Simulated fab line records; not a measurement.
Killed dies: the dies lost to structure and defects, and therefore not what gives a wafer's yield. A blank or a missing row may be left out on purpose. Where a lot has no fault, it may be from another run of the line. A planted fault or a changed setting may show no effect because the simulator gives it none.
Which tool did it? | flow nand_harc | Sampling: 13 lots, 39 wafers, 5 of 1302 route steps

== WHAT THE GAUGES READ, wafer by wafer ==
NHARC_THIN_TSV_CD_MEAS_33 targets a cd of 5000 nm.
lot  | measured     | on        | cd_nm (nm)
L212 | day 25 18:49 | cd_sem-01 | 5000.7 5001.8 5000.3
L214 | day 25 10:46 | cd_sem-02 | 4998.7 4997.6 4998.8
L215 | day 25 13:12 | cd_sem-01 | 4998.3 4999.2
L217 | day 27 01:13 | cd_sem-02 | 5001.5
L225 | day 30 03:11 | cd_sem-02 | 4998.6 4999.2 4998.2
L224 | day 30 04:36 | cd_sem-01 | 4998.1 4999.1 4998.7
L227 | day 31 13:49 | cd_sem-01 | 5000.1 4999.7 4999.0
L226 | day 31 15:07 | cd_sem-01 | 4998.8 4998.8 4998.0
L228 | day 31 22:56 | cd_sem-02 | 5000.1 4997.2 5002.3
L230 | day 32 09:40 | cd_sem-01 | 4999.7 5000.8 5002.3
L231 | day 32 08:24 | cd_sem-02 | 5003.1 5003.0 5001.9
L229 | day 32 21:04 | cd_sem-03 | 5001.0 5001.2 4999.8
L233 | day 33 09:51 | cd_sem-01 | 5002.4 4999.6 5004.2

NHARC_THIN_TSV_INSPECT_40.
lot  | measured     | on                | raw_defect_count
L212 | day 26 00:50 | defect_inspect-01 | 682 857 588
L214 | day 25 15:38 | defect_inspect-02 | 730 605 662
L215 | day 25 19:29 | defect_inspect-01 | 553 594
L217 | day 27 07:15 | defect_inspect-02 | 579
L225 | day 30 09:12 | defect_inspect-01 | 498 520 474
L224 | day 30 09:13 | defect_inspect-02 | 603 618 493
L227 | day 31 19:50 | defect_inspect-01 | 646 520 625
L226 | day 31 19:50 | defect_inspect-02 | 495 488 556
L228 | day 32 04:53 | defect_inspect-01 | 503 657 657
L230 | day 32 14:26 | defect_inspect-01 | 561 625 663
L231 | day 32 14:26 | defect_inspect-01 | 551 739 546
L229 | day 33 01:35 | defect_inspect-02 | 531 617 480
L233 | day 33 17:31 | defect_inspect-02 | 636 528 428

NHARC_END_SORT_01.
lot  | measured     | on        | defect_limited_yield (%) | killed_at_array | killed_at_other | killed_at_periphery | killed_dies | killed_open | killed_short | sort_bin_2_pct (%) | sort_bin_3_pct (%) | sort_bin_4_pct (%) | sort_n_pass | sort_rim_yield_pct (%) | sort_yield_pct (%)
L212 | day 26 10:19 | prober-02 | 91.7 92.8 93.9           | 53 43 40        | 1 0 1           | 2 6 0               | 56 49 41    | 2 7 1       | 1 3 3        | 2.7 1.9 2.1        | 0.7 1.0 0.4        | 4.9 4.3 3.5        | 621 628 636 | 95 88 87               | 91.7 92.8 93.9
L214 | day 26 03:20 | prober-02 | 90.8 91.6 92.3           | 60 55 48        | 0 0 0           | 2 2 4               | 62 57 52    | 3 2 4       | 2 2 2        | 3.0 2.7 2.7        | 0.9 0.4 0.6        | 5.3 5.3 4.4        | 615 620 625 | 84 87 88               | 90.8 91.6 92.3
L215 | day 26 03:25 | prober-01 | 0 90.4 86.3              | 79 63 90        | 0 0 0           | 598 2 3             | 677 65 93   | 0 4 7       | 3 1 2        | 94.2 3.2 5.8       | 1.2 0.9 0.9        | 4.6 5.5 7.1        | 0 612 584   | 0 77 78                | 0 90.4 86.3
L217 | day 27 10:14 | prober-01 | 0 90.5 0                 | 72 60 76        | 2 2 1           | 603 2 600           | 677 64 677  | 2 1 3       | 2 1 3        | 92.3 3.7 91.9      | 0.6 0.3 1.0        | 7.1 5.5 7.1        | 0 613 0     | 0 80 0                 | 0 90.5 0
L225 | day 30 12:15 | prober-02 | 89.7 90.4 92.3           | 64 59 47        | 0 0 1           | 6 6 4               | 70 65 52    | 4 2 3       | 5 4 5        | 3.7 4.0 3.1        | 0.9 1.0 1.0        | 5.8 4.6 3.5        | 607 612 625 | 84 93 88               | 89.7 90.4 92.3
L224 | day 30 13:50 | prober-01 | 92.6 95.1 94.4           | 46 31 36        | 2 0 0           | 2 2 2               | 50 33 38    | 1 1 4       | 3 5 0        | 2.5 1.8 1.6        | 0.3 0.4 0.3        | 4.6 2.7 3.7        | 627 644 639 | 99 93 88               | 92.6 95.1 94.4
L227 | day 31 22:51 | prober-02 | 90.4 92.3 91.4           | 58 44 54        | 2 0 1           | 5 8 3               | 65 52 58    | 8 6 4       | 3 4 4        | 4.3 3.0 2.7        | 0.9 0.3 0.3        | 4.4 4.4 5.6        | 612 625 619 | 92 83 95               | 90.4 92.3 91.4
L226 | day 32 01:20 | prober-01 | 91.6 91.0 92.6           | 47 55 44        | 3 1 1           | 7 5 5               | 57 61 50    | 9 6 3       | 5 6 4        | 3.2 3.4 2.5        | 0.3 0.3 0.7        | 4.9 5.3 4.1        | 620 616 627 | 92 86 89               | 91.6 91.0 92.6
L228 | day 32 08:45 | prober-02 | 88.3 87.4 88.0           | 73 77 69        | 1 0 0           | 5 8 12              | 79 85 81    | 3 4 5       | 0 3 2        | 4.9 4.3 3.7        | 0.6 0.9 1.0        | 6.2 7.4 7.2        | 598 592 596 | 90 85 90               | 88.3 87.4 88.0
L230 | day 33 02:05 | prober-01 | 91.9 90.3 88.9           | 52 62 72        | 0 1 0           | 3 3 3               | 55 66 75    | 3 2 6       | 2 0 1        | 2.1 4.1 4.3        | 1.0 0.7 0.7        | 5.0 4.9 6.1        | 622 611 602 | 90 82 84               | 91.9 90.3 88.9
L231 | day 32 17:29 | prober-01 | 92.6 92.6 91.4           | 44 47 51        | 1 1 0           | 5 2 7               | 50 50 58    | 2 1 4       | 4 1 3        | 3.7 3.1 2.2        | 0.4 0.7 0.9        | 3.2 3.5 5.5        | 627 627 619 | 90 92 87               | 92.6 92.6 91.4
L229 | day 33 09:09 | prober-01 | 93.9 91.7 92.9           | 35 53 42        | 0 0 0           | 6 3 6               | 41 56 48    | 5 4 8       | 1 2 3        | 1.8 2.8 2.4        | 0.3 0.4 0.9        | 4.0 5.0 3.8        | 636 621 629 | 85 92 88               | 93.9 91.7 92.9
L233 | day 33 20:38 | prober-02 | 92.2 91.1 91.7           | 51 58 55        | 0 0 0           | 2 2 1               | 53 60 56    | 3 7 5       | 6 3 2        | 2.2 2.2 2.2        | 0.6 0.6 0.4        | 5.0 6.1 5.6        | 624 617 621 | 88 88 92               | 92.2 91.1 91.7

== WHICH TOOL RAN EACH LOT (tool, then ch and the chambers of the sampled wafers, then the start) ==
lot  | NHARC_P_BONDPAD_PVD_27       | NHARC_THIN_TSV_ETCH_36
L212 | pvd_sputter-01, day 7 12:02  | rie_metal-03 ch 0,1, day 25 19:23
L214 | pvd_sputter-03, day 8 05:31  | rie_metal-02 ch 0,1, day 25 11:19
L215 | pvd_sputter-03, day 8 17:41  | rie_metal-01 ch 1, day 25 13:59
L217 | pvd_sputter-03, day 9 14:08  | rie_metal-01 ch 0, day 27 01:50
L225 | pvd_sputter-03, day 13 02:34 | rie_metal-02 ch 0,1, day 30 03:44
L224 | pvd_sputter-03, day 13 03:40 | rie_metal-01 ch 0,1, day 30 05:10
L227 | pvd_sputter-01, day 13 21:54 | rie_metal-01 ch 0,1, day 31 14:22
L226 | pvd_sputter-03, day 13 22:22 | rie_metal-03 ch 0,1, day 31 15:40
L228 | pvd_sputter-03, day 14 14:30 | rie_metal-01 ch 0,1, day 31 23:29
L230 | pvd_sputter-02, day 15 01:10 | rie_metal-03 ch 0,1, day 32 10:12
L231 | pvd_sputter-01, day 15 02:11 | rie_metal-02 ch 0,1, day 32 08:57
L229 | pvd_sputter-03, day 15 07:29 | rie_metal-02 ch 0,1, day 32 21:38
L233 | pvd_sputter-01, day 16 03:47 | rie_metal-02 ch 0,1, day 33 10:24
- NHARC_P_BONDPAD_PVD_27: deposits Cu, target thk 30 nm, time 20.49 s.
- NHARC_THIN_TSV_ETCH_36: etches the open film in Cl2/BCl3, target depth 65 nm, time 18.571 s.

== AS READ BY THE TOOLS THEMSELVES (means over the sampled wafers that have a number; for cases with no such wafer, the mark the record gives instead) ==
NHARC_P_BONDPAD_PVD_27.
lot  | tool           | throttle_valve_pct (%)
L212 | pvd_sputter-01 | 30.1
L214 | pvd_sputter-03 | 30.3
L215 | pvd_sputter-03 | 30.2
L217 | pvd_sputter-03 | 30.2
L225 | pvd_sputter-03 | 30.6
L224 | pvd_sputter-03 | 30.7
L227 | pvd_sputter-01 | 30.4
L226 | pvd_sputter-03 | 30.5
L228 | pvd_sputter-03 | 30.8
L230 | pvd_sputter-02 | 30.1
L231 | pvd_sputter-01 | 30.0
L229 | pvd_sputter-03 | 30.8
L233 | pvd_sputter-01 | 30.9

NHARC_THIN_TSV_ETCH_36.
lot  | tool         | drypump_motor_current_A (A) | oes_product_au (a.u.)
L212 | rie_metal-03 | 5.4                         | 0.998
L214 | rie_metal-02 | 6.6                         | 0.999
L215 | rie_metal-01 | 6.4                         | 1.002
L217 | rie_metal-01 | 5.0                         | 0.994
L225 | rie_metal-02 | 6.6                         | 0.999
L224 | rie_metal-01 | 5.5                         | 1.009
L227 | rie_metal-01 | 5.4                         | 1.003
L226 | rie_metal-03 | 5.7                         | 1.002
L228 | rie_metal-01 | 5.4                         | 1.001
L230 | rie_metal-03 | 5.7                         | 1.012
L231 | rie_metal-02 | 6.7                         | 0.992
L229 | rie_metal-02 | 6.6                         | 0.992
L233 | rie_metal-02 | 6.6                         | 0.987

== THE ANSWER, worked out from the rows above alone ==
Rule: what is usual is taken from the lots themselves. The widest of any qualifying gaps counts: lots, ordered by their means at a reading, are off when they make up no more than a third of the lots, leave a main group of 4 or more, and stand apart from it by 3 or more times the standard deviation of that group's means. A main group whose means are all the same, to the digits that the tables above print for the reading, isn't used. Also off: a lot with no number at a reading for which 4 or more lots have one. The other lots that the step has rows for count as sound. Order of review: gauges by route order, followed by the tools' own readings, for which a lot's mean as printed above is used. At the first step where some lot is off, the reading lying furthest off is the one used; lots without a number count as furthest.
Off at NHARC_END_SORT_01 (killed_at_periphery): L215, L217. For the main group the mean is 4.2 and the standard deviation 1.9.
A tool fits if, at a process step before that reading, it ran every lot that is off, and no sound lot after the first of them. Those tools and the gauges at NHARC_END_SORT_01 are tried in the same way. Not one of the candidates tried fits.

== WHAT THE SIMULATOR HAD PUT IN ==
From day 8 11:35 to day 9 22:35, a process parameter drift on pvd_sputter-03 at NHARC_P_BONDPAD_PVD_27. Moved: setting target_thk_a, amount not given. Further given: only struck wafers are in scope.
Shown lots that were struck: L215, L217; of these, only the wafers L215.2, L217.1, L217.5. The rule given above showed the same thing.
